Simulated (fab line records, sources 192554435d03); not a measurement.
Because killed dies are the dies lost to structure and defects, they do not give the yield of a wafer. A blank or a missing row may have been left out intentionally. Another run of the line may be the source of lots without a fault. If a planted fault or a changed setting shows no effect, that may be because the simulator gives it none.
fab line records ; flow n5-finfet
[record] lots = 8; wafers = 22; last-day = 18
route steps=1938 shown MOL_CONTACT_COAG@563 BEOL_M4@1111 PASSIVATION@1936
lots that met no fault: taken from a fault-free run of the same line
start-h: the number of hours between the record's first day and the start of the first shown wafer of the lot ; wait-h: hours from the lot's prior step to this one ; " identical to the entry in the row above ; L1.1+2: a row that stands for several wafers ; - either no value or no given start ; * or withheld: withheld ; < > ~ a bound
route shown NAME@n: a module of which the file shows steps, and the number in the route of the first ; usual: mean/standard deviation taken from wafers without a fault ; same: alike in all rows ; chamber/n: place in a boat ; sites: per-site readings ; _std_site: their standard deviation ; _edge_site: mean of outer sites minus mean of inner sites ; radius-mm: how far each site lies from the wafer's centre ; mask NAME#n: copy n ; behind: tool/chamber where the wafer was last shaped ; hold: the reason the lot was held/the length of the hold in hours/how it ended ; device: names the non-switching transistor (n, p or np) ; end of line: tests run on the same wafers once the route is complete ; step lacking rows: just its recipe ; killed: count of dies lost to structure and defects at first sort (not the wafer's yield) ; map: the dies of a wafer, with x for killed, . for not killed, _ for no die there
set.NAME: setting as actually run; set.NAME@STEP: the setting as run at that earlier step ; model.NAME: the simulator's own value behind a step, which no gauge read
route steps across a sampled set of lots; one table per step, one row per wafer
services: from which hour (start-h, from the record's first day; less than 0 if before it) a tool's chamber was out of use, for how many hours, and why
[[steps]]
[step N5_MOL_CONTACT_COAG_PECVD_31]
[recipe] material = SiO2; target-thk-a = 460; temp-c = 400; precursor = TEOS/O2; pressure-torr = 6.5; rf-w = withheld; teos-flow-sccm = withheld; gas = O2; flow-sccm = 2650; time-s = 8.9
lot.wafer;tool;chamber;start-h;wait-h
L528.2+3+6;pecvd-04;2,0,2;102.86;0.3
L531.2+3+4;pecvd-04;0,2,0;114.63;0.3
L537.3+5+6;pecvd-04;1,1,0;151.83;0.3
L538.2+6;pecvd-04;0,2;165.92;0.3
L542.2+4;pecvd-04;1;182.95;0.3
L544.3+5+6;pecvd-03;0,2,0;193.93;0.3
L548.1+4+5;pecvd-01;1;221.31;0.3
L550.1+5+6;pecvd-03;0,2,1;228.42;0.3
[step N5_MOL_CONTACT_COAG_OVL_MEAS_85]
[recipe] points-per-wafer = 522
[usual] VG_OVL = -0.4/0.65
lot.wafer;tool;chamber;start-h;wait-h;VG_OVL[nm]
L528.2;overlay-01;0;103.23;0.0;-0.9
L528.3;overlay-01;0;103.23;0.0;-1.2
L528.6;overlay-01;0;103.23;0.0;-0.5
L531.2;overlay-02;0;115.00;0.0;-0.4
L531.3;overlay-02;0;115.00;0.0;0.0
L531.4;overlay-02;0;115.00;0.0;-0.3
L537.3;overlay-01;0;152.21;0.0;0.2
L537.5;overlay-01;0;152.21;0.0;0.2
L537.6;overlay-01;0;152.21;0.0;0.5
L538.2;overlay-01;0;166.30;0.0;-0.3
L538.6;overlay-01;0;166.30;0.0;-1.2
L542.2;overlay-02;0;183.33;0.0;-0.5
L542.4;overlay-02;0;183.33;0.0;-0.4
L544.3;overlay-01;0;194.31;0.0;-1.1
L544.5;overlay-01;0;194.31;0.0;-0.1
L544.6;overlay-01;0;194.31;0.0;-0.2
L548.1;overlay-01;0;221.70;0.0;-0.8
L548.4;overlay-01;0;221.70;0.0;-0.5
L548.5;overlay-01;0;221.70;0.0;-1.0
L550.1;overlay-01;0;228.79;0.0;-0.4
L550.5;overlay-01;0;228.79;0.0;0.1
L550.6;overlay-01;0;228.79;0.0;-0.4
[step N5_MOL_CONTACT_COAG_ETCHBACK_132]
[recipe] chemistry = CHF3; target = SiO2; target-depth-a = 100; time-s = 6.7; ion-energy-ev = 200; pressure-mtorr = 30; source-w = 610; bias-w = 170; Ar_flow_sccm = 200; CHF3_flow_sccm = 50
[usual] drypump-motor-current-A = 5.8/0.45; oes-product-au = 0.80/0.093; rf-fwd-power-W = 603.0/2.6; rf-vpp-V = 522/5.4; showerhead-plenum-p-Torr = 2.38/0.075; throttle-valve-pct = 18.58/0.24
lot.wafer;tool;chamber;start-h;wait-h;drypump-motor-current-A;oes-product-au;rf-fwd-power-W;rf-hours-counter-h;rf-vpp-V;showerhead-plenum-p-Torr;throttle-valve-pct
L528.2;rie-diel-02;1;103.94;0.2;4.8;0.71;602.6;203;522;2.27;18.61
L528.3;rie-diel-02;0;103.94;0.2;5.5;0.83;601.8;81;521;2.41;18.28
L528.6;rie-diel-02;1;103.94;0.2;4.8;0.70;601.1;-;522;2.27;18.60
L531.2;rie-diel-01;2;115.40;0.1;5.6;0.77;601.7;151;513;2.38;18.41
L531.3;rie-diel-01;0;115.40;0.1;6.2;0.69;601.8;238;516;2.44;18.54
L531.4;rie-diel-01;1;115.40;0.1;5.9;0.94;597.9;11;518;2.33;18.43
L537.3;rie-diel-01;2;152.66;0.1;5.6;0.77;602.4;166;514;2.38;18.43
L537.5;rie-diel-01;1;152.66;0.1;5.9;0.91;600.5;-;516;2.33;18.47
L537.6;rie-diel-01;2;152.66;0.1;5.6;0.77;601.4;-;513;2.38;18.45
L538.2;rie-diel-03;3;166.93;0.3;6.3;0.71;604.7;236;517;2.36;19.07
L538.6;rie-diel-03;2;166.93;0.3;6.4;0.73;602.9;-;530;2.27;18.66
L542.2;rie-diel-02;3;183.86;0.1;5.8;0.80;603.2;95;528;2.41;18.76
L542.4;rie-diel-02;0;183.86;0.1;5.5;0.78;601.0;107;522;2.40;18.33
L544.3;rie-diel-01;3;194.70;0.1;6.2;0.84;598.2;55;527;2.51;18.39
L544.5;rie-diel-01;2;194.70;0.1;5.6;0.74;601.2;-;511;2.37;18.46
L544.6;rie-diel-01;1;194.70;0.1;5.9;0.88;600.8;-;515;2.32;18.48
L548.1;rie-diel-01;1;222.46;0.1;5.9;0.87;601.2;50;515;2.32;18.51
L548.4;rie-diel-01;0;222.46;0.1;6.2;0.92;601.4;20;518;2.43;18.18
L548.5;rie-diel-01;0;222.46;0.1;6.3;0.92;603.5;-;518;2.43;18.18
L550.1;rie-diel-02;0;229.77;0.1;5.5;0.78;605.7;124;522;2.39;18.35
L550.5;rie-diel-02;2;229.77;0.1;5.7;0.90;604.4;-;519;2.43;18.91
L550.6;rie-diel-02;3;229.77;0.1;5.8;0.78;600.2;-;529;2.40;18.79
[step N5_MOL_CONTACT_COAG_VIA_ETCH_46]
[recipe] chemistry = C4F6/O2; target-depth-a = 460; overetch-a = 92; mask-material = SOC; target = SiO2; bias-w = 455; pressure-mtorr = 10; time-s = 40; source-w = 325; Ar_flow_sccm = 300; C4F6_flow_sccm = 10; O2_flow_sccm = 10; ion-energy-ev = 575.3; ends = end-point
[usual] drypump-motor-current-A = 5.8/0.45; oes_o_777_au = 0.80/0.09; oes-product-au = 0.72/0.081; rf-fwd-power-W = 322.9/1; rf-vpp-V = 1581/15; showerhead-plenum-p-Torr = 2.84/0.09; throttle-valve-pct = 40.71/0.25
lot.wafer;tool;chamber;start-h;wait-h;drypump-motor-current-A;oes_o_777_au;oes-product-au;rf-fwd-power-W;rf-hours-counter-h;rf-vpp-V;showerhead-plenum-p-Torr;throttle-valve-pct
L528.2;rie-diel-02;1;104.09;0.0;4.8;0.70;0.63;323.2;204;1581;2.71;40.80
L528.3;rie-diel-02;0;104.09;0.0;5.5;0.82;0.73;325.3;81;1581;2.88;40.60
L528.6;rie-diel-02;1;104.09;0.0;4.8;0.70;0.64;323.5;-;1582;2.71;40.83
L531.2;rie-diel-01;2;115.56;0.0;5.6;0.78;0.68;322.9;151;1555;2.84;40.49
L531.3;rie-diel-01;0;115.56;0.0;6.2;0.71;0.62;321.4;238;1569;2.91;40.51
L531.4;rie-diel-01;1;115.56;0.0;5.9;0.92;0.83;322.2;11;1566;2.78;40.68
L537.3;rie-diel-01;2;152.81;0.0;5.5;0.76;0.68;322.4;166;1555;2.84;40.51
L537.5;rie-diel-01;1;152.81;0.0;5.9;0.90;0.82;322.4;-;1564;2.78;40.70
L537.6;rie-diel-01;2;152.81;0.0;5.6;0.76;0.67;321.9;-;1554;2.84;40.50
L538.2;rie-diel-03;3;167.09;0.0;6.3;0.71;0.42;320.6;236;1572;2.82;41.02
L538.6;rie-diel-03;2;167.09;0.0;6.4;0.73;0.43;324.0;-;1603;2.70;40.39
L542.2;rie-diel-02;3;184.02;0.0;5.8;0.78;0.47;323.2;95;1598;2.88;40.69
L542.4;rie-diel-02;0;184.02;0.0;5.5;0.79;0.71;323.4;107;1580;2.86;40.61
L544.3;rie-diel-01;3;194.86;0.0;6.2;0.84;0.75;322.9;55;1600;3.00;40.63
L544.5;rie-diel-01;2;194.86;0.0;5.6;0.75;0.68;322.8;-;1554;2.83;40.52
L544.6;rie-diel-01;1;194.86;0.0;5.9;0.87;0.78;323.3;-;1566;2.77;40.71
L548.1;rie-diel-01;1;222.61;0.0;5.9;0.85;0.76;322.4;50;1564;2.77;40.71
L548.4;rie-diel-01;0;222.61;0.0;6.2;0.92;0.82;323.2;20;1567;2.90;40.39
L548.5;rie-diel-01;0;222.61;0.0;6.2;0.91;0.81;322.4;-;1569;2.90;40.38
L550.1;rie-diel-02;0;229.93;0.0;5.5;0.78;0.69;323.1;124;1579;2.86;40.62
L550.5;rie-diel-02;2;229.93;0.0;5.6;0.91;0.81;323.2;-;1571;2.89;41.12
L550.6;rie-diel-02;3;229.93;0.0;5.8;0.77;0.70;321.7;-;1599;2.87;40.94
[step N5_MOL_CONTACT_COAG_ETCH_47]
[recipe] chemistry = CH3F/O2; target = SiNx; target-depth-a = 270; mask-material = SiO2; stop-on = W; over-etch-frac = 0.2; ion-energy-ev = 120; endpoint = OES-CN; pressure-mtorr = 30; source-w = 395; bias-w = 73; Ar_flow_sccm = 150; CH3F_flow_sccm = 30; O2_flow_sccm = 20; ends = end-point
[usual] drypump-motor-current-A = 5.8/0.45; etch-rf-on-time-s = 31.0/0.36; oes_o_777_au = 0.80/0.089; oes-product-au = 0.72/0.084; rf-fwd-power-W = 386.5/1.7; rf-vpp-V = 296.1/2.9; showerhead-plenum-p-Torr = 2.00/0.066; throttle-valve-pct = 16.21/0.23
lot.wafer;tool;chamber;start-h;wait-h;drypump-motor-current-A;etch-rf-on-time-s;oes_o_777_au;oes-product-au;rf-fwd-power-W;rf-hours-counter-h;rf-vpp-V;showerhead-plenum-p-Torr;throttle-valve-pct
L528.2;rie-diel-02;1;104.20;0.0;4.8;30.9;0.71;0.63;386.3;204;295.6;1.90;16.26
L528.3;rie-diel-02;0;104.20;0.0;5.5;30.7;0.82;0.74;389.2;81;296.9;2.03;15.92
L528.6;rie-diel-02;1;104.20;0.0;4.8;31.0;0.71;0.63;386.3;-;295.5;1.90;16.24
L531.2;rie-diel-01;2;115.67;0.0;5.6;31.1;0.79;0.69;386.4;151;292.5;2.00;16.07
L531.3;rie-diel-01;0;115.67;0.0;6.2;31.3;0.70;0.62;384.3;238;293.7;2.05;16.22
L531.4;rie-diel-01;1;115.67;0.0;5.9;30.3;0.92;0.84;383.6;11;293.4;1.96;16.05
L537.3;rie-diel-01;2;152.92;0.0;5.6;31.3;0.77;0.68;385.1;166;291.8;2.00;16.07
L537.5;rie-diel-01;1;152.92;0.0;5.9;30.4;0.89;0.81;386.4;-;292.3;1.95;16.08
L537.6;rie-diel-01;2;152.92;0.0;5.6;31.4;0.76;0.69;384.3;-;291.2;2.00;16.07
L538.2;rie-diel-03;3;167.20;0.0;6.3;31.6;0.71;0.62;386.2;237;294.7;1.98;16.70
L538.6;rie-diel-03;2;167.20;0.0;6.4;31.0;0.72;0.64;387.4;-;300.1;1.90;16.27
L542.2;rie-diel-02;3;184.13;0.0;5.9;31.0;0.78;0.71;385.6;95;298.5;2.02;16.35
L542.4;rie-diel-02;0;184.13;0.0;5.6;31.0;0.80;0.72;388.9;107;294.7;2.02;15.98
L544.3;rie-diel-01;3;194.96;0.0;6.2;30.6;0.84;0.76;385.1;55;300.4;2.12;16.02
L544.5;rie-diel-01;2;194.96;0.0;5.6;30.8;0.75;0.68;384.1;-;291.7;1.99;16.11
L544.6;rie-diel-01;1;194.96;0.0;5.9;30.3;0.87;0.79;384.9;-;293.5;1.95;16.10
L548.1;rie-diel-01;1;222.72;0.0;5.9;30.6;0.85;0.76;386.4;50;292.2;1.95;16.12
L548.4;rie-diel-01;0;222.72;0.0;6.2;30.7;0.91;0.82;385.1;20;292.7;2.04;15.80
L548.5;rie-diel-01;0;222.72;0.0;6.2;30.3;0.91;0.82;383.1;-;294.0;2.04;15.83
L550.1;rie-diel-02;0;230.04;0.0;5.5;31.0;0.78;0.69;386.5;124;296.9;2.01;16.01
L550.5;rie-diel-02;2;230.04;0.0;5.6;31.2;0.91;0.80;387.7;-;294.2;2.04;16.48
L550.6;rie-diel-02;3;230.04;0.0;5.8;31.5;0.78;0.70;386.7;-;299.0;2.02;16.40
[step N5_MOL_CONTACT_COAG_THK_MEAS_53]
[recipe] reads = SiO2_of_MOL_CONTACT_COAG_PECVD_31
[usual] VIA_MOL_THK = 43.9/0.56
lot.wafer;tool;chamber;start-h;wait-h;VIA_MOL_THK[nm]
L528.2;film-metro-01;-;106.77;-;43.9
L528.3;film-metro-01;-;106.77;-;43.6
L528.6;film-metro-01;-;106.77;-;45.2
L531.2;film-metro-01;-;118.19;-;42.7
L531.3;film-metro-01;-;118.19;-;43.4
L531.4;film-metro-01;-;118.19;-;44.0
L537.3;film-metro-01;-;155.34;-;44.0
L537.5;film-metro-01;-;155.34;-;44.9
L537.6;film-metro-01;-;155.34;-;43.2
L538.2;film-metro-02;-;170.31;-;16.5
L538.6;film-metro-02;-;170.31;-;17.2
L542.2;film-metro-02;-;186.50;-;16.3
L542.4;film-metro-02;-;186.50;-;44.0
L544.3;film-metro-02;-;197.37;-;42.9
L544.5;film-metro-02;-;197.37;-;44.4
L544.6;film-metro-02;-;197.37;-;44.4
L548.1;film-metro-02;-;225.00;-;44.3
L548.4;film-metro-02;-;225.00;-;45.1
L548.5;film-metro-02;-;225.00;-;45.0
L550.1;film-metro-02;-;232.81;-;42.9
L550.5;film-metro-02;-;232.81;-;44.4
L550.6;film-metro-02;-;232.81;-;43.8
[step N5_BEOL_M4_RC_MEAS_101]
[usual] DIBL_N = 36.4/1.2; DIBL_P = 36.1/1.6; IOFF_N = 0.156/0.024; IOFF_P = 0.21/0.031; ION_N = 674/11; ION_P = 463/6.9; SS_N = 71.5/0.5; SS_P = 73.2/0.55; VT_N = 250.0/2.9; VT_P = -250/3.6
lot.wafer;tool;chamber;start-h;wait-h;DIBL_N[mV/V];DIBL_P[mV/V];IOFF_N[nA/um];IOFF_P[nA/um];ION_N[uA/um];ION_P[uA/um];SS_N[mV/dec];SS_P[mV/dec];VT_N[mV];VT_P[mV]
L528.2;prober-02;0;166.60;0.2;37.7;38.4;0.178;0.22;671;462;72.2;73.5;250.2;-250
L528.3;prober-02;0;166.60;0.2;35.5;36.8;0.155;0.20;675;464;71.2;72.9;251.4;-251
L528.6;prober-02;0;166.60;0.2;36.2;37.6;0.157;0.20;679;464;70.8;72.7;250.2;-252
L531.2;prober-02;0;174.43;0.2;35.5;36.6;0.160;0.20;675;456;71.5;73.7;248.2;-252
L531.3;prober-02;0;174.43;0.2;35.4;36.2;0.146;0.18;661;450;71.3;73.5;250.2;-257
L531.4;prober-02;0;174.43;0.2;37.9;39.3;0.207;0.24;679;463;71.7;75.0;244.5;-249
L537.3;prober-02;0;222.35;0.3;39.1;38.8;0.219;0.26;698;476;72.2;73.5;243.5;-246
L537.5;prober-02;0;222.35;0.3;37.1;35.5;0.158;0.21;676;466;71.5;73.5;249.8;-249
L537.6;prober-02;0;222.35;0.3;38.8;38.1;0.207;0.25;698;471;71.7;73.9;244.3;-246
L538.2;prober-02;0;226.14;0.3;36.3;35.8;0.159;0.21;687;467;71.9;73.7;249.2;-251
L538.6;prober-02;0;226.14;0.3;36.1;35.7;0.152;0.21;668;458;70.8;73.5;249.3;-250
L542.2;prober-02;0;244.06;0.2;35.8;34.9;0.151;0.18;684;460;71.6;73.0;249.4;-254
L542.4;prober-02;0;244.06;0.2;34.6;33.3;0.127;0.17;665;452;71.5;73.3;253.1;-257
L544.3;prober-01;0;255.87;0.3;36.6;34.7;0.131;0.19;657;461;71.2;73.2;252.3;-251
L544.5;prober-01;0;255.87;0.3;37.2;35.6;0.152;0.19;670;458;71.5;73.2;250.9;-251
L544.6;prober-01;0;255.87;0.3;35.9;34.3;0.130;0.17;664;460;71.3;73.3;251.3;-252
L548.1;prober-02;0;284.30;0.0;34.0;34.0;0.129;0.18;667;467;71.0;73.1;252.9;-249
L548.4;prober-02;0;284.30;0.0;34.5;35.2;0.134;0.20;670;467;71.1;72.5;249.4;-250
L548.5;prober-02;0;284.30;0.0;34.4;33.8;0.120;0.18;660;459;70.2;72.6;251.6;-250
L550.1;prober-02;0;314.63;0.0;37.1;37.7;0.179;0.23;668;464;71.8;74.1;247.6;-249
L550.5;prober-02;0;314.63;0.0;36.2;36.1;0.154;0.20;657;455;71.2;73.4;252.0;-253
L550.6;prober-02;0;314.63;0.0;36.1;36.2;0.154;0.20;670;460;71.6;73.5;250.1;-253
[step N5_PASSIVATION_PROBE_49]
[usual] defect-limited-yield = 91.4/1.5; killed_at_M0_to_M3 = 31/11; killed_at_M4_up = 13/5.5; killed-at-contacts = 13/6.3; killed-at-front-end = 40/13; killed-at-other = 3.3/2.6; killed-dies = 101/18; killed-open = 67/13; killed-short = 33/7.9; sort_bin_5_function = 5.1/1; sort_bin_6_memory = 3.2/0.68; sort-n-pass = 1079/18; sort-yield-pct = 91.4/1.5
[same] gross-dies = 1180; killed-at-back-side = 0; sort_bin_4_leakage[%] = 0; sort_bin_8_speed[%] = 0
lot.wafer;tool;chamber;start-h;wait-h;defect-limited-yield[%];killed_at_M0_to_M3;killed_at_M4_up;killed-at-contacts;killed-at-front-end;killed-at-other;killed-dies;killed-open;killed-short;sort_bin_5_function[%];sort_bin_6_memory[%];sort-n-pass;sort-yield-pct[%]
L544.3;prober-02;-;359.16;0.1;87.9;51;18;19;51;4;143;95;48;7.2;4.5;1037;87.9
L544.5;prober-02;-;359.26;0.2;87.5;59;30;10;40;8;147;100;47;7.6;4.3;1033;87.5
L544.6;prober-02;-;359.31;0.3;87.5;46;9;15;73;4;147;105;42;7.4;4.7;1033;87.5
// killed by level:class
L544.3 BEOL_M0_SAQP:geometric-particle:open=22 MOL_CONTACT_COAG:geometric-particle:open=15 BEOL_M3:geometric-particle:open=13 FIN_SAQP:geometric-particle:open=9 GATE_CUT:geometric-particle:short=9 BEOL_M0_SAQP:geometric-particle:short=9 DUMMY_GATE:geometric-particle:open=8 FIN_SAQP:geometric-particle:short=7
L544.5 BEOL_M3:geometric-particle:open=17 BEOL_M0_SAQP:geometric-particle:open=12 FIN_SAQP:geometric-particle:open=11 BEOL_M4:geometric-particle:open=10 FIN_SAQP:geometric-particle:short=8 MOL_CONTACT_COAG:geometric-particle:open=8 GATE_CUT:geometric-particle:short=7 BEOL_M4:geometric-particle:short=7
L544.6 FIN_SAQP:geometric-particle:open=22 STI_FIN_REVEAL:geometric-particle:open=18 FIN_SAQP:geometric-particle:short=13 MOL_CONTACT_COAG:geometric-particle:open=11 BEOL_M0_SAQP:geometric-particle:short=11 BEOL_M0_SAQP:geometric-particle:open=11 BEOL_M3:geometric-particle:open=11 DUMMY_GATE:geometric-particle:open=6
[[services]]
tool;chamber;start-h;hours;kind
pecvd-03;2;95.86;2.1;scheduled-down
rie-diel-02;2;108.20;-;clean
rie-diel-02;2;108.20;-;consumable-replace:focus-ring
rie-diel-02;2;108.20;21.8;scheduled-down
rie-diel-02;2;108.20;21.8;vent-cycle
rie-diel-01;1;121.69;7.3;repair
rie-diel-01;0;144.08;-;clean
rie-diel-01;0;144.08;-;consumable-replace:focus-ring
rie-diel-01;0;144.08;27.9;scheduled-down
rie-diel-01;0;144.08;27.9;vent-cycle
rie-diel-02;3;152.96;1.8;repair
pecvd-04;-;154.32;2.8;pm
rie-diel-03;0;165.62;14.4;repair
rie-diel-01;1;172.82;7.6;repair
rie-diel-02;0;174.77;2.9;repair
rie-diel-03;0;180.07;-;clean
rie-diel-03;0;180.07;-;consumable-replace:focus-ring
rie-diel-03;0;180.07;19.5;scheduled-down
rie-diel-03;0;180.07;19.5;vent-cycle
pecvd-04;0;190.36;5.5;scheduled-down
rie-diel-03;3;199.55;-;clean
rie-diel-03;3;199.55;-;consumable-replace:focus-ring
rie-diel-03;3;199.55;31.3;scheduled-down
rie-diel-01;3;225.93;4.2;repair
[[key]]
[first-sign] step = N5_MOL_CONTACT_COAG_VIA_ETCH_46; reading = oes-product-au; direction = down; sigmas = 3.4; usual = 0.72; struck = 0.44
[effect] step = N5_MOL_CONTACT_COAG_THK_MEAS_53; reading = VIA_MOL_THK; direction = down; sigmas = 49; usual = 43.9; struck = 16.7
met-at N5_MOL_CONTACT_COAG_PECVD_31
struck-lots L538,L542
struck-wafers L538.2,L538.6,L542.2
not-acting-at N5_MOL_CONTACT_COAG_OVL_MEAS_85,N5_MOL_CONTACT_COAG_ETCHBACK_132,N5_MOL_CONTACT_COAG_ETCH_47
onset-between 151.83 165.92
[fault] kind = process-parameter-drift; tool = pecvd-04; chamber = -; onset-h = 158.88; steps = N5_MOL_CONTACT_COAG_PECVD_31; channel = time-s; offset = *; shape = step; end-h = 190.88; scope = struck-wafers-only; acts-in = *; stated = *
